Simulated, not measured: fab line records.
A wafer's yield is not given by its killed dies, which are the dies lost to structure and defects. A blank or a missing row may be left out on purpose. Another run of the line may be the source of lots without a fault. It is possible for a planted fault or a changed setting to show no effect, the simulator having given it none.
fab line records	flow n5-finfet	part 1 of 2: steps 1 to 3 of 6
record: lots: 17	wafers: 51	last-day: 20
route steps=1938 shown MOL_CONTACT_COAG@581 BEOL_M0_SAQP@649
lots untouched by any fault: they come from a run of this same line in which no faults occurred
start-h: the number of hours between the record's first day and the start of the first shown wafer of the lot	wait-h: hours since the lot's step before	" repeats the value in the row above	L1.1+2: one row covering several wafers at once	- no value present, or no start provided	* or withheld: withheld	< > ~ a bound
route shown NAME@n: NAME is a module with steps in the file, n the number in the route of the first one	usual: mean and standard deviation over wafers with no fault	same: alike in all rows	chamber/n: place in a boat	sites: each site's reading	_std_site: standard deviation of those values	_edge_site: inner sites' mean taken away from outer sites' mean	radius-mm: how far each site lies from the wafer's centre	mask NAME#n: copy n	behind: the tool/chamber that last shaped the wafer	hold: why the lot went on hold/how many hours it stayed there/how the hold came to an end	device: the transistor (n, p or np) that didn't switch	end of line: tests run on the same wafers once the route is complete	for a step that has no rows: nothing shown but its recipe	killed: the dies lost at the first sort to structure and to defects; this is not the yield of the wafer	map: per-die view of a wafer (x killed, . not killed, _ where there is no die)
set.NAME: setting as actually run; set.NAME@STEP: the setting as run at that earlier step	model.NAME: the simulator's own value behind a step, which no gauge read
steps of the route over a sample of lots; a table a step, a row a wafer
services: from which hour (start-h, from the record's first day; less than 0 if before it) a tool's chamber was out of use, for how many hours, and why
== steps ==
step: N5_MOL_CONTACT_COAG_ETCH_91
recipe: chemistry: N2/H2	target: SOC	target-depth-a: 600	overetch-a: 210	mask-material: SiARC	temp-c: 40	time-s: 101.2	ion-energy-ev: 200	pressure-mtorr: 30	source-w: 840	bias-w: 150	n2-flow-sccm: 200	h2-flow-sccm: 200
usual: drypump-motor-current-A: 5.8/0.52	h2-flow-sccm: 200.0/0.62	oes-product-au: 0.62/0.056	rf-fwd-power-W: 835.3/2.7	rf-vpp-V: 524.0/2.7	showerhead-plenum-p-Torr: 2.54/0.096	throttle-valve-pct: 17.9/0.31
lot.wafer	tool	chamber	start-h	wait-h	drypump-motor-current-A	h2-flow-sccm	oes-product-au	rf-fwd-power-W	rf-hours-counter-h	rf-vpp-V	showerhead-plenum-p-Torr	throttle-valve-pct
L074.2	rie-diel-03	3	98.19	0.0	6.1	199.6	0.58	834.2	201	520.2	2.41	17.7
L074.3	"	1	"	"	6.0	200.2	0.68	832.9	124	527.5	2.67	18.3
L074.4	"	3	"	"	6.1	200.3	0.60	838.5	-	519.8	2.41	17.7
L075.1	rie-diel-02	2	108.56	0.0	5.2	200.0	0.59	836.3	214	523.4	2.50	17.8
L075.4	"	1	"	"	5.5	200.7	0.62	832.8	182	523.0	2.54	18.2
L075.5	"	2	"	"	5.2	199.9	0.59	837.1	-	522.7	2.50	17.8
L076.3	rie-diel-02	2	117.25	0.0	5.2	199.8	0.59	832.9	218	521.9	2.49	17.8
L076.4	"	3	"	"	6.4	200.2	0.62	828.7	-	521.1	2.44	17.6
L076.5	"	1	"	"	5.5	198.8	0.62	833.0	-	523.5	2.54	18.2
L077.3	rie-diel-02	2	120.86	0.0	5.2	201.1	0.59	834.8	219	523.1	2.49	17.8
L077.4	"	1	"	"	5.5	200.2	0.62	836.7	-	525.2	2.54	18.2
L077.5	"	3	"	"	6.4	199.8	0.62	833.5	-	521.3	2.44	17.6
L081.2	rie-diel-06	1	144.12	0.0	5.2	199.8	0.59	835.2	185	527.5	2.63	17.7
L081.3	"	0	"	"	5.9	200.0	0.63	837.0	175	527.7	2.64	18.0
L081.5	"	3	"	"	6.8	199.5	0.60	837.3	-	526.1	2.63	17.8
L082.1	rie-diel-02	3	149.08	0.0	6.3	199.6	0.62	832.8	169	520.4	2.44	17.6
L082.4	"	2	"	"	5.2	200.6	0.58	839.1	231	523.7	2.49	17.8
L082.6	"	2	"	"	5.2	200.6	0.58	841.3	-	523.3	2.49	17.8
L083.1	rie-diel-03	3	157.28	0.0	6.1	198.8	0.58	835.5	223	520.0	2.41	17.7
L083.2	"	1	"	"	5.9	200.0	0.65	832.9	148	527.2	2.65	18.4
L083.6	"	1	"	"	5.9	199.9	0.65	834.7	-	527.4	2.65	18.4
L084.2	rie-diel-06	0	160.08	0.0	5.9	200.7	0.62	839.3	181	526.7	2.64	18.0
L084.4	"	1	"	"	5.2	199.2	0.59	837.3	190	527.0	2.63	17.7
L084.5	"	1	"	"	5.2	200.5	0.59	836.0	-	525.3	2.63	17.7
L085.1	rie-diel-06	3	168.75	0.0	6.8	199.8	0.60	836.4	217	524.6	2.62	17.9
L085.3	"	1	"	"	5.2	199.5	0.59	838.9	193	525.9	2.62	17.7
L085.6	"	0	"	"	5.9	200.8	0.62	839.7	-	526.0	2.63	18.0
L086.2	rie-diel-02	3	173.68	0.0	6.3	199.3	0.61	835.1	177	520.5	2.44	17.6
L086.3	"	1	"	"	5.5	201.5	0.61	832.2	208	522.6	2.53	18.3
L086.4	"	0	"	"	6.1	199.7	0.79	838.7	12	528.5	2.71	17.1
L089.1	rie-diel-02	1	190.98	0.0	5.5	199.7	0.61	830.7	214	523.6	2.53	18.3
L089.3	"	3	"	"	6.3	200.0	0.61	834.7	183	519.3	2.43	17.6
L089.4	"	3	"	"	6.4	199.6	0.61	834.5	-	522.0	2.43	17.6
L090.1	rie-diel-06	2	194.59	0.0	6.2	198.8	0.58	838.1	224	526.2	2.63	18.1
L090.2	"	3	"	"	6.8	199.5	0.59	836.3	226	526.5	2.62	17.9
L090.6	"	3	"	"	6.8	200.1	0.60	833.7	-	526.8	2.62	17.9
L091.3	rie-diel-02	1	200.80	0.0	5.5	200.3	0.60	835.6	217	522.6	2.53	18.3
L091.4	"	3	"	"	6.3	200.6	0.61	832.0	187	521.5	2.43	17.6
L091.5	"	1	"	"	5.5	199.6	0.60	836.3	-	524.3	2.53	18.3
L092.1	rie-diel-03	3	206.68	0.0	6.1	199.5	0.56	844.7	240	519.5	2.40	17.7
L092.3	"	2	"	"	5.6	199.3	0.60	835.7	186	520.6	2.42	17.8
L092.6	"	0	"	"	4.9	199.6	0.78	829.3	-	523.4	2.50	17.4
L093.3	rie-diel-06	3	212.52	0.0	6.8	200.3	0.58	836.6	232	526.0	2.62	17.9
L093.5	"	2	"	"	6.1	198.8	0.58	832.7	-	525.9	2.62	18.1
L093.6	"	3	"	"	6.8	199.2	0.58	836.2	-	525.5	2.62	17.9
L094.2	rie-diel-03	3	219.76	0.0	6.1	200.5	0.56	835.2	245	519.5	2.40	17.7
L094.3	"	1	"	"	5.9	199.1	0.64	834.2	174	528.6	2.64	18.4
L094.6	"	2	"	"	5.7	199.3	0.60	839.0	-	520.7	2.42	17.8
L097.3	rie-diel-03	0	235.53	0.0	4.9	199.9	0.76	831.9	17	521.0	2.50	17.4
L097.5	"	1	"	"	5.9	200.0	0.63	833.7	-	526.3	2.64	18.4
L097.6	"	3	"	"	6.1	199.6	0.56	840.1	-	520.3	2.39	17.8
step: N5_MOL_CONTACT_COAG_VIA_ETCH_46
recipe: chemistry: C4F6/O2	target-depth-a: 460	overetch-a: 92	mask-material: SOC	target: SiO2	bias-w: 455	pressure-mtorr: 10	time-s: 40	source-w: 325	Ar_flow_sccm: 300	C4F6_flow_sccm: 10	O2_flow_sccm: 10	ion-energy-ev: 575.3	ends: end-point
usual: O2_flow_sccm: 9.997/0.028	drypump-motor-current-A: 5.8/0.52	mfc-ar-sccm: 300.1/0.96	oes_ar_750_au: 0.74/0.069	oes-product-au: 0.66/0.061	rf-fwd-power-W: 323.0/1	rf-vpp-V: 1585/26	showerhead-plenum-p-Torr: 2.84/0.11	throttle-valve-pct: 40.66/0.29
lot.wafer	tool	chamber	start-h	wait-h	O2_flow_sccm	drypump-motor-current-A	mfc-ar-sccm	oes_ar_750_au	oes-product-au	rf-fwd-power-W	rf-hours-counter-h	rf-vpp-V	showerhead-plenum-p-Torr	throttle-valve-pct
L074.2	rie-diel-03	3	98.32	0.0	10.031	6.1	300.2	0.71	0.63	324.7	201	1590	2.70	40.57
L074.3	"	1	"	"	9.976	5.9	298.9	0.81	0.71	322.3	124	1587	2.98	41.38
L074.4	"	3	"	"	10.013	6.1	299.9	0.71	0.63	323.9	-	1590	2.70	40.57
L075.1	rie-diel-02	2	108.68	0.0	9.998	5.2	300.7	0.72	0.63	324.5	214	1581	2.83	41.00
L075.4	"	1	"	"	10.011	5.5	300.4	0.74	0.67	324.6	182	1573	2.81	40.60
L075.5	"	2	"	"	9.971	5.2	301.9	0.71	0.64	322.8	-	1579	2.83	41.01
L076.3	rie-diel-02	2	117.38	0.0	9.934	5.2	298.7	0.71	0.63	323.7	218	1581	2.82	41.01
L076.4	"	3	"	"	10.008	6.4	301.1	0.74	0.66	321.1	-	1561	2.72	40.35
L076.5	"	1	"	"	9.989	5.5	299.4	0.74	0.66	321.8	-	1573	2.81	40.61
L077.3	rie-diel-02	2	120.98	0.0	9.988	5.2	299.8	0.71	0.63	323.2	219	1581	2.82	41.01
L077.4	"	1	"	"	9.995	5.5	299.6	0.74	0.67	324.0	-	1573	2.81	40.63
L077.5	"	3	"	"	9.986	6.4	301.1	0.74	0.67	321.1	-	1562	2.72	40.35
L081.2	rie-diel-06	1	144.24	0.0	9.977	5.2	299.8	0.72	0.62	324.4	185	1558	2.95	40.52
L081.3	"	0	"	"	9.956	5.9	300.2	0.74	0.67	324.0	175	1643	2.91	40.54
L081.5	"	3	"	"	10.024	6.8	299.9	0.71	0.64	323.2	-	1602	2.94	40.85
L082.1	rie-diel-02	3	149.21	0.0	10.021	6.4	299.3	0.73	0.66	323.7	169	1562	2.71	40.33
L082.4	"	2	"	"	9.978	5.2	301.6	0.70	0.63	323.3	231	1579	2.82	41.04
L082.6	"	2	"	"	9.995	5.2	301.8	0.70	0.62	324.3	-	1581	2.82	41.03
L083.1	rie-diel-03	3	157.41	0.0	9.964	6.0	299.7	0.68	0.61	322.2	223	1591	2.69	40.58
L083.2	"	1	"	"	10.033	5.9	300.2	0.79	0.69	322.9	148	1585	2.97	41.37
L083.6	"	1	"	"	10.074	5.9	300.6	0.80	0.70	322.6	-	1587	2.97	41.38
L084.2	rie-diel-06	0	160.21	0.0	10.016	5.9	298.8	0.74	0.67	324.8	181	1643	2.91	40.54
L084.4	"	1	"	"	10.018	5.2	300.1	0.72	0.63	322.6	190	1557	2.94	40.54
L084.5	"	1	"	"	10.045	5.2	299.3	0.72	0.63	322.5	-	1558	2.94	40.54
L085.1	rie-diel-06	3	168.88	0.0	9.990	6.8	299.1	0.71	0.63	322.3	217	1600	2.94	40.84
L085.3	"	1	"	"	9.999	5.2	301.1	0.71	0.63	323.1	193	1558	2.94	40.52
L085.6	"	0	"	"	9.983	5.9	300.0	0.73	0.67	321.3	-	1640	2.91	40.53
L086.2	rie-diel-02	3	173.80	0.0	10.014	6.4	302.5	0.72	0.65	322.8	178	1561	2.71	40.35
L086.3	"	1	"	"	10.008	5.5	302.2	0.72	0.65	322.9	208	1571	2.80	40.62
L086.4	"	0	"	"	9.967	6.1	299.6	0.95	0.85	322.3	12	1607	3.03	40.59
L089.1	rie-diel-02	1	191.11	0.0	9.994	5.5	300.1	0.72	0.65	321.8	214	1570	2.80	40.64
L089.3	"	3	"	"	9.999	6.3	300.7	0.72	0.66	321.9	183	1560	2.71	40.36
L089.4	"	3	"	"	10.030	6.3	300.5	0.72	0.66	322.2	-	1559	2.71	40.38
L090.1	rie-diel-06	2	194.71	0.0	10.001	6.1	300.5	0.69	0.62	322.4	224	1618	2.90	40.49
L090.2	"	3	"	"	9.983	6.8	301.0	0.69	0.63	322.3	226	1600	2.93	40.85
L090.6	"	3	"	"	9.995	6.8	301.0	0.69	0.64	322.8	-	1601	2.93	40.87
L091.3	rie-diel-02	1	200.92	0.0	10.012	5.5	300.2	0.72	0.64	322.0	217	1571	2.79	40.64
L091.4	"	3	"	"	10.009	6.4	298.4	0.72	0.65	323.4	187	1560	2.71	40.37
L091.5	"	1	"	"	9.988	5.5	300.5	0.72	0.65	321.1	-	1571	2.79	40.63
L092.1	rie-diel-03	3	206.80	0.0	10.032	6.1	299.7	0.67	0.61	322.1	240	1591	2.68	40.60
L092.3	"	2	"	"	9.981	5.6	301.7	0.72	0.64	323.3	186	1535	2.69	40.40
L092.6	"	0	"	"	10.005	4.9	298.8	0.95	0.84	323.3	-	1575	2.80	40.53
L093.3	rie-diel-06	3	212.64	0.0	10.009	6.8	300.1	0.69	0.62	324.7	232	1601	2.93	40.87
L093.5	"	2	"	"	10.009	6.1	301.4	0.68	0.62	322.5	-	1616	2.90	40.49
L093.6	"	3	"	"	9.972	6.8	300.3	0.70	0.63	324.6	-	1600	2.93	40.86
L094.2	rie-diel-03	3	219.88	0.0	10.000	6.1	299.5	0.67	0.59	323.1	245	1589	2.68	40.58
L094.3	"	1	"	"	10.008	5.9	300.5	0.78	0.67	321.4	174	1585	2.96	41.39
L094.6	"	2	"	"	9.956	5.6	299.5	0.72	0.64	322.4	-	1535	2.69	40.42
L097.3	rie-diel-03	0	235.66	0.0	9.966	4.9	300.3	0.92	0.82	323.4	17	1575	2.79	40.51
L097.5	"	1	"	"	9.964	5.9	299.0	0.77	0.69	323.4	-	1584	2.95	41.40
L097.6	"	3	"	"	10.019	6.1	299.8	0.67	0.61	322.8	-	1589	2.67	40.61
step: N5_MOL_CONTACT_COAG_ETCH_67
recipe: chemistry: N2/H2	target: SOC	target-depth-a: 600	overetch-a: 210	mask-material: SiARC	temp-c: 40	time-s: 101.2	ion-energy-ev: 200	pressure-mtorr: 30	source-w: 840	bias-w: 150	n2-flow-sccm: 200	h2-flow-sccm: 200
usual: drypump-motor-current-A: 5.9/0.55	h2-flow-sccm: 200.0/0.57	oes-product-au: 0.61/0.057	rf-fwd-power-W: 835.7/2.9	rf-vpp-V: 524.7/2.4	showerhead-plenum-p-Torr: 2.57/0.086	throttle-valve-pct: 17.85/0.27
lot.wafer	tool	chamber	start-h	wait-h	drypump-motor-current-A	h2-flow-sccm	oes-product-au	rf-fwd-power-W	rf-hours-counter-h	rf-vpp-V	showerhead-plenum-p-Torr	throttle-valve-pct
L074.2	rie-diel-02	2	100.47	0.0	5.2	199.9	0.59	835.5	211	523.2	2.50	17.76
L074.3	"	1	"	"	5.5	200.3	0.63	835.4	179	524.5	2.54	18.21
L074.4	"	0	"	"	6.1	199.9	0.58	832.7	244	519.8	2.40	17.49
L075.1	rie-diel-06	3	110.32	0.0	6.8	200.6	0.60	837.5	198	526.2	2.63	17.83
L075.4	"	2	"	"	6.2	200.3	0.60	835.4	197	525.7	2.64	18.00
L075.5	"	0	"	"	5.9	200.9	0.63	839.7	-	526.7	2.64	17.97
L076.3	rie-diel-02	3	119.10	0.0	6.3	199.9	0.63	835.7	157	519.2	2.44	17.58
L076.4	"	3	"	"	6.3	199.8	0.63	836.6	-	520.2	2.44	17.57
L076.5	"	1	"	"	5.5	200.1	0.63	834.1	-	524.9	2.54	18.23
L077.3	rie-diel-02	3	122.25	0.0	6.3	199.1	0.62	832.0	158	521.6	2.44	17.58
L077.4	"	1	"	"	5.5	199.9	0.62	835.0	-	523.6	2.54	18.21
L077.5	"	2	"	"	5.2	201.2	0.59	837.2	-	523.2	2.49	17.78
L081.2	rie-diel-02	1	145.57	0.0	5.5	200.2	0.62	829.1	199	524.3	2.53	18.27
L081.3	"	0	"	"	6.1	200.2	0.81	833.0	4	528.5	2.71	17.12
L081.5	"	3	"	"	6.4	200.6	0.62	834.3	-	521.1	2.44	17.62
L082.1	rie-diel-02	2	150.43	0.0	5.2	200.2	0.58	837.2	232	523.6	2.49	17.79
L082.4	"	1	"	"	5.4	199.8	0.61	833.0	200	523.1	2.53	18.26
L082.6	"	2	"	"	5.2	199.9	0.58	832.6	-	524.0	2.49	17.80
L083.1	rie-diel-03	0	158.66	0.0	4.9	199.1	0.57	837.5	247	521.4	2.50	17.78
L083.2	"	2	"	"	5.6	201.0	0.62	841.3	168	521.3	2.43	17.78
L083.6	"	1	"	"	5.9	199.9	0.65	831.9	-	524.9	2.65	18.39
L084.2	rie-diel-06	2	161.49	0.0	6.2	199.9	0.59	835.9	214	526.3	2.63	18.02
L084.4	"	3	"	"	6.8	200.4	0.59	839.0	215	525.6	2.62	17.86
L084.5	"	1	"	"	5.2	200.5	0.59	838.6	-	526.6	2.63	17.73
L085.1	rie-diel-06	0	170.42	0.0	5.9	200.0	0.62	840.9	184	526.5	2.63	18.00
L085.3	"	1	"	"	5.2	200.6	0.59	837.0	193	526.7	2.62	17.75
L085.6	"	3	"	"	6.8	199.3	0.59	841.9	-	525.3	2.62	17.87
L086.2	rie-diel-06	0	175.27	0.0	5.9	199.7	0.62	835.0	186	526.7	2.63	18.01
L086.3	"	2	"	"	6.2	199.5	0.57	836.3	218	526.5	2.63	18.04
L086.4	"	1	"	"	5.2	200.0	0.59	836.0	195	525.5	2.62	17.74
L089.1	rie-diel-03	2	192.64	0.0	5.7	200.9	0.61	835.4	181	519.5	2.42	17.80
L089.3	"	1	"	"	6.0	200.6	0.64	834.2	162	526.8	2.65	18.40
L089.4	"	3	"	"	6.1	200.2	0.58	836.7	236	519.5	2.40	17.73
L090.1	rie-diel-02	1	195.84	0.0	5.5	199.7	0.61	835.7	216	524.5	2.53	18.27
L090.2	"	3	"	"	6.3	200.4	0.61	834.4	185	520.0	2.43	17.62
L090.6	"	3	"	"	6.4	200.6	0.61	832.0	-	521.2	2.43	17.63
L091.3	rie-diel-06	2	202.17	0.0	6.2	199.6	0.57	839.6	227	525.0	2.62	18.05
L091.4	"	3	"	"	6.8	200.6	0.59	838.0	229	524.8	2.62	17.89
L091.5	"	2	"	"	6.2	200.7	0.57	833.7	-	525.7	2.62	18.05
L092.1	rie-diel-06	3	207.95	0.0	6.8	199.8	0.58	836.0	231	524.8	2.62	17.86
L092.3	"	1	"	"	5.2	199.9	0.58	833.0	206	526.8	2.62	17.76
L092.6	"	3	"	"	6.8	200.3	0.59	837.4	-	526.8	2.62	17.88
L093.3	rie-diel-03	3	213.77	0.0	6.1	199.4	0.56	838.2	243	521.0	2.40	17.73
L093.5	"	1	"	"	5.9	199.7	0.64	832.6	-	527.7	2.64	18.43
L093.6	"	0	"	"	4.9	200.1	0.77	829.8	-	522.2	2.50	17.39
L094.2	rie-diel-06	0	221.20	0.0	5.9	199.8	0.61	837.0	202	525.4	2.63	18.04
L094.3	"	1	"	"	5.2	199.1	0.57	832.5	210	526.4	2.62	17.76
L094.6	"	1	"	"	5.2	199.4	0.58	832.0	-	526.3	2.62	17.76
L097.3	rie-diel-06	1	237.07	0.0	5.2	199.8	0.57	830.3	214	526.5	2.61	17.78
L097.5	"	2	"	"	6.2	199.3	0.57	839.3	-	525.5	2.62	18.08
L097.6	"	1	"	"	5.2	199.7	0.58	835.0	-	526.8	2.62	17.78
